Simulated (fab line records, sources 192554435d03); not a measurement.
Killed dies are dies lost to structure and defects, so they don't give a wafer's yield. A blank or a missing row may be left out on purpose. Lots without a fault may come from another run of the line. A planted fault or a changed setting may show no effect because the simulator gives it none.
Split-lot experiment | flow n5_finfet | 7 lots, 21 wafers read, on a route of 1938 steps

THE SPLIT
At N5_BEOL_M1_EXPOSE_25 (exposes mask V0, defocus 5 nm, target cd 24 nm), the setting dose_mj was moved away from the recipe's 63 on 6 of the 21 wafers read, by -6.5% to +7.2%. The other wafers ran this setting at the recipe's value.

FROM THE SPLIT TO THE READING: what the file shows between them, 2 steps
- N5_BEOL_M1_PEB_26: peb time 60 s
- N5_BEOL_M1_DEVELOP_27: develop time 30 s

THE READING
cd_nm, in nm, at N5_BEOL_M1_CD_MEAS_28 (target cd y 23.3 nm). Fault-free wafers of this fab line usually give 24.03 nm, standard deviation 0.25 nm.

wafer  | tool, chamber at the split | dose_mj as run | against the recipe | cd_nm, nm | against lot-mates on the recipe
L079.2 | euv_scanner-01, 0          | 67.52          | +7.2%              | 25.99     | +1.60
L079.3 | euv_scanner-01, 0          | 63             | recipe             | 24.39     | -
L079.4 | euv_scanner-01, 0          | 67.52          | +7.2%              | 25.34     | +0.95
L080.1 | euv_scanner-01, 0          | 63             | recipe             | 24.06     | -
L080.2 | euv_scanner-01, 0          | 64.59          | +2.5%              | 24.51     | +0.53
L080.4 | euv_scanner-01, 0          | 63             | recipe             | 23.90     | -
L085.2 | euv_scanner-02, 0          | 63             | recipe             | 24.17     | -
L085.4 | euv_scanner-02, 0          | 66.95          | +6.3%              | 25.35     | +1.54
L085.6 | euv_scanner-02, 0          | 63             | recipe             | 23.45     | -
L093.2 | euv_scanner-02, 0          | 63             | recipe             | 24.03     | -
L093.3 | euv_scanner-02, 0          | 63             | recipe             | 23.95     | -
L093.4 | euv_scanner-02, 0          | 63             | recipe             | 23.59     | -
L094.2 | euv_scanner-02, 0          | 63             | recipe             | 24.05     | -
L094.5 | euv_scanner-02, 0          | 63             | recipe             | 23.75     | -
L094.6 | euv_scanner-02, 0          | 63             | recipe             | 24.02     | -
L095.2 | euv_scanner-01, 0          | 58.89          | -6.5%              | 22.33     | -1.51
L095.4 | euv_scanner-01, 0          | 58.89          | -6.5%              | 22.60     | -1.24
L095.5 | euv_scanner-01, 0          | 63             | recipe             | 23.84     | -
L097.1 | euv_scanner-02, 0          | 63             | recipe             | 23.96     | -
L097.3 | euv_scanner-02, 0          | 63             | recipe             | 23.98     | -
L097.6 | euv_scanner-02, 0          | 63             | recipe             | 24.36     | -

THE FIT
A straight line over all 21 wafers: cd_nm changes by +0.231 nm for each +1% of dose_mj; r = +0.96; the points scatter about the line by 0.24 nm.
The same after taking each lot's own level away (the mean of its wafers on the recipe; 21 wafers): +0.202 nm for each +1%; r = +0.95; scatter 0.22 nm.
On that fit, the largest move of dose_mj shifts the reading by 1.5 nm.
The lots' own levels span 23.810 to 24.390 nm, that is 2.3 times the standard deviation above.
So the lot-to-lot level changes the slope: the two fits differ.
Check: with one of the wafers moved furthest among these (+7.2%) left out of the fit, the line predicts +1.39 nm for it against its lot-mates. It came out at +1.6 nm against them.

OTHER SPLITS ON THESE WAFERS
These wafers also went through other splits before the reading. Each is held against what the fit with the lots' levels taken away leaves over:
other split on the same wafers      | wafers away from the commonest value | r with cd_nm (lot level and that fit taken away)
N5_MOL_CONTACT_COAG_PECVD_31 temp_c | 4                                    | -0.10

THE WHOLE CHAIN: every reading that the file lists as answering this split, in the file's order
step                   | what it does                                                       | reading                                                        | change (the file's fit)               | r (the file's)
N5_BEOL_M1_CD_MEAS_28  | target cd y 23.3 nm                                                | cd_nm                                                          | +0.208 nm for each +1% of the setting | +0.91
N5_BEOL_M1_VIA_ETCH_34 | etches the open film in C4F6/O2, target depth 67.8 nm, time 64.4 s | BEOL_M1.cd_nm (the simulator's own value, which no gauge read) | +0.2 nm for each +1% of the setting   | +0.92

THE FILE'S OWN FIT
cd_nm changes by +0.208 nm for each +1% of dose_mj, r = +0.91.
